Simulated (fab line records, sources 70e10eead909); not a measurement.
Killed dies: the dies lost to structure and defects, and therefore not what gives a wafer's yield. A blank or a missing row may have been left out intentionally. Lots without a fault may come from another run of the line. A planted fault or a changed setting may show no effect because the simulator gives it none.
The tool behind it: which one? -- flow nand_harc -- Sampling: 11 lots, 33 wafers, 5 of 1302 route steps

== WHAT THE GAUGES READ, wafer by wafer ==
NHARC_P_ZERO_WELL_CD_MEAS_11: the cd target is 500 nm. Usual: 499.9 nm for cd_nm, sd 1.2.
lot,measured,on,cd_nm (nm),flag
L632,day 2 07:07,cd_sem-02,502.6 500.9 499.9,
L633,day 2 17:14,cd_sem-03,497.7 498.7 497.8,
L634,day 3 03:07,cd_sem-03,500.6 501.0 500.3,
L635,day 3 13:14,cd_sem-03,499.4 498.1 500.2,
L636,day 3 23:14,cd_sem-02,498.3 500.8 501.0,
L638,day 4 19:14,cd_sem-02,500.7 499.4 500.9,
L639,day 5 05:14,cd_sem-01,499.6 499.9 499.2,
L646,day 8 03:07,cd_sem-03,490.8 490.5 490.6,OFF
L650,day 9 19:14,cd_sem-03,491.1 492.3 491.7,OFF
L652,day 10 15:11,cd_sem-03,500.6 501.5 500.6,
L654,day 11 11:14,cd_sem-01,500.3 500.1 500.3,

NHARC_P_ZERO_WELL_CD_MEAS_37: the cd target is 720 nm. Usual: 719.4 nm for cd_nm, sd 1.4.
lot,measured,on,cd_nm (nm),flag
L632,day 2 10:00,cd_sem-01,719.2 718.9 719.9,
L633,day 2 20:13,cd_sem-03,720.9 721.1 721.0,
L634,day 3 06:11,cd_sem-03,720.0 719.8 718.2,
L635,day 3 16:13,cd_sem-01,720.4 719.4 721.0,
L636,day 4 01:59,cd_sem-03,719.2 722.1 720.6,
L638,day 4 22:14,cd_sem-01,717.0 718.5 718.1,
L639,day 5 08:06,cd_sem-01,718.2 718.3 719.2,
L646,day 8 05:59,cd_sem-01,719.7 718.0 720.1,
L650,day 9 22:18,cd_sem-01,720.1 719.2 721.4,
L652,day 10 18:23,cd_sem-02,720.2 719.3 719.3,
L654,day 11 14:01,cd_sem-03,718.4 719.8 719.9,

== WHICH TOOL RAN EACH LOT (tool, then ch and the chambers of the sampled wafers, then the start) ==
lot,NHARC_P_ZERO_WELL_EXPOSE_08,NHARC_P_ZERO_WELL_ETCH_62,NHARC_P_ZERO_WELL_ETCH_63
L632,"krf_scanner-01 ch 0, day 2 06:58","rie_diel-05 ch 0,2,3, day 2 07:32 or earlier","rie_si-01 ch 1,2, day 2 07:32"
L633,"krf_scanner-04 ch 0, day 2 17:06","rie_diel-05 ch 0,1,2, day 2 17:40 or earlier","rie_si-05 ch 0,1,3, day 2 17:40"
L634,"krf_scanner-04 ch 0, day 3 02:58","rie_diel-13 ch 2,3, day 3 03:37 or earlier","rie_si-01 ch 1,3, day 3 03:37"
L635,"krf_scanner-01 ch 0, day 3 13:05","rie_diel-08 ch 1,2, day 3 13:40 or earlier","rie_si-05 ch 1,2, day 3 13:40"
L636,"krf_scanner-04 ch 0, day 3 23:05","rie_diel-05 ch 0,1,3, day 3 23:39 or earlier","rie_si-04 ch 0,1, day 3 23:39"
L638,"krf_scanner-01 ch 0, day 4 19:05","rie_diel-05 ch 1,2,3, day 4 19:41 or earlier","rie_si-04 ch 1,2,3, day 4 19:41"
L639,"krf_scanner-01 ch 0, day 5 05:05","rie_diel-13 ch 1,2,3, day 5 05:40 or earlier","rie_si-04 ch 1,2, day 5 05:40"
L646,"krf_scanner-04 ch 0, day 8 02:58","rie_diel-05 ch 1,2,3, day 8 03:33 or earlier","rie_si-05 ch 0,1,2, day 8 03:33"
L650,"krf_scanner-04 ch 0, day 9 19:05","rie_diel-13 ch 0,3, day 9 19:41 or earlier","rie_si-05 ch 0,1, day 9 19:41"
L652,"krf_scanner-01 ch 0, day 10 15:02","rie_diel-08 ch 1,2,3, day 10 15:47 or earlier","rie_si-04 ch 0,3, day 10 15:47"
L654,"krf_scanner-01 ch 0, day 11 11:05","rie_diel-08 ch 0,2,3, day 11 11:42 or earlier","rie_si-05 ch 0,1,2, day 11 11:42"
- NHARC_P_ZERO_WELL_EXPOSE_08: exposes mask P ZERO, target cd 500 nm.
- NHARC_P_ZERO_WELL_ETCH_62: etches the open film in CHF3/Ar, target depth 13 nm, time 6.5 s.
- NHARC_P_ZERO_WELL_ETCH_63: etches the open film in HBr/Cl2, target depth 120 nm, time 40.1 s.

== WHAT THE TOOLS THEMSELVES READ (means of the sampled wafers that have a number; where no wafer has one, the mark that the record gives instead) ==
NHARC_P_ZERO_WELL_EXPOSE_08. Usual: 34.10 for exposure_dose_mJ_cm2, sd 0.2.
lot,tool,exposure_dose_mJ_cm2,flag
L632,krf_scanner-01,34.29,
L633,krf_scanner-04,33.98,
L634,krf_scanner-04,33.97,
L635,krf_scanner-01,34.32,
L636,krf_scanner-04,34.03,
L638,krf_scanner-01,34.24,
L639,krf_scanner-01,34.27,
L646,krf_scanner-04,32.22,OFF
L650,krf_scanner-04,32.58,OFF
L652,krf_scanner-01,34.29,
L654,krf_scanner-01,34.29,

NHARC_P_ZERO_WELL_ETCH_62. Usual: chamber_pressure_mTorr 25.001 mTorr, standard deviation 0.023; drypump_motor_current_A 5.5 A, standard deviation 0.48; oes_product_au 0.964 a.u., standard deviation 0.015; rf_vpp_V 370.5 V, standard deviation 1.9; showerhead_plenum_p_Torr 2.33 Torr, standard deviation 0.078; throttle_valve_pct 20.218 %, standard deviation 0.0095.
lot,tool,chamber_pressure_mTorr (mTorr),drypump_motor_current_A (A),oes_product_au (a.u.),rf_vpp_V (V),showerhead_plenum_p_Torr (Torr),throttle_valve_pct (%),flag
L632,rie_diel-05,25.029,5.2,0.968,371.6,2.35,20.221,
L633,rie_diel-05,24.996,5.3,0.978,370.4,2.32,20.215,
L634,rie_diel-13,24.988,5.2,0.955,370.0,2.33,20.221,
L635,rie_diel-08,25.013,6.2,0.971,368.4,2.23,20.211,
L636,rie_diel-05,25.004,5.4,0.979,370.8,2.34,20.221,
L638,rie_diel-05,25.006,5.2,0.960,369.9,2.32,20.218,
L639,rie_diel-13,25.000,5.2,0.976,371.8,2.38,20.219,
L646,rie_diel-05,24.986,5.3,0.973,369.7,2.31,20.226,
L650,rie_diel-13,24.988,5.6,0.959,369.2,2.29,20.217,
L652,rie_diel-08,25.017,6.2,0.949,368.9,2.27,20.218,
L654,rie_diel-08,24.992,5.8,0.957,371.0,2.32,20.214,

NHARC_P_ZERO_WELL_ETCH_63. Usual: chamber_pressure_mTorr 15.001 mTorr, standard deviation 0.015; drypump_motor_current_A 5.6 A, standard deviation 0.53; oes_product_au 0.999 a.u., standard deviation 0.008; throttle_valve_pct 26.404 %, standard deviation 0.0094.
lot,tool,chamber_pressure_mTorr (mTorr),drypump_motor_current_A (A),oes_product_au (a.u.),throttle_valve_pct (%),flag
L632,rie_si-01,14.998,5.4,1.009,26.408,
L633,rie_si-05,15.009,5.3,1.007,26.402,
L634,rie_si-01,14.994,5.2,1.004,26.396,
L635,rie_si-05,14.989,5.6,0.997,26.396,
L636,rie_si-04,14.997,5.3,0.993,26.398,
L638,rie_si-04,15.020,5.9,0.997,26.411,
L639,rie_si-04,14.985,5.5,0.987,26.413,
L646,rie_si-05,14.998,5.4,0.996,26.398,
L650,rie_si-05,14.998,5.1,1.002,26.404,
L652,rie_si-04,14.995,6.0,0.986,26.402,
L654,rie_si-05,14.999,5.3,1.001,26.404,

== THE ANSWER, worked out from the rows above alone ==
Rule: a lot is off if the mean of its wafers that have a number lies more than 3 standard deviations from the usual mean. A lot without any number at a reading at which 4 lots or more have one is off too. Any other lot the step has rows for is counted as sound. The gauges are gone through in route order, then the tools' own readings, and for those a lot's mean is taken as printed above. At the first step where some lot is off, the reading lying furthest off is the one used; lots without a number count as furthest.
Off: L646, L650 (NHARC_P_ZERO_WELL_CD_MEAS_11, cd_nm).
A tool fits if, at a process step before that reading, it ran every lot that is off, and no sound lot after the first of them. The gauges at NHARC_P_ZERO_WELL_CD_MEAS_11 aren't tried: what is off there is off at NHARC_P_ZERO_WELL_EXPOSE_08 too, on other tools, and a gauge's error can't cause that. One candidate fits, namely krf_scanner-04 at NHARC_P_ZERO_WELL_EXPOSE_08. A fault onset in the window from L636 (day 3 23:05, its last sound lot) to L646 (day 8 02:58, its first lot off) fits.
The tool's own readings at NHARC_P_ZERO_WELL_EXPOSE_08 bear it out: on the lots that are off they differ by more than 5 times the standard deviation of the sound lots' means. exposure_dose_mJ_cm2 reads 32.40 there against 34.19 on the sound lots.

== WHAT THE SIMULATOR HAD INSERTED ==
Process parameter drift: krf_scanner-04, from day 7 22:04 on, at NHARC_P_ZERO_WELL_EXPOSE_08. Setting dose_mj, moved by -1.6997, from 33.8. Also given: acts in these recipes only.
Shown lots that were struck: L646, L650. The rule above reached the same finding.
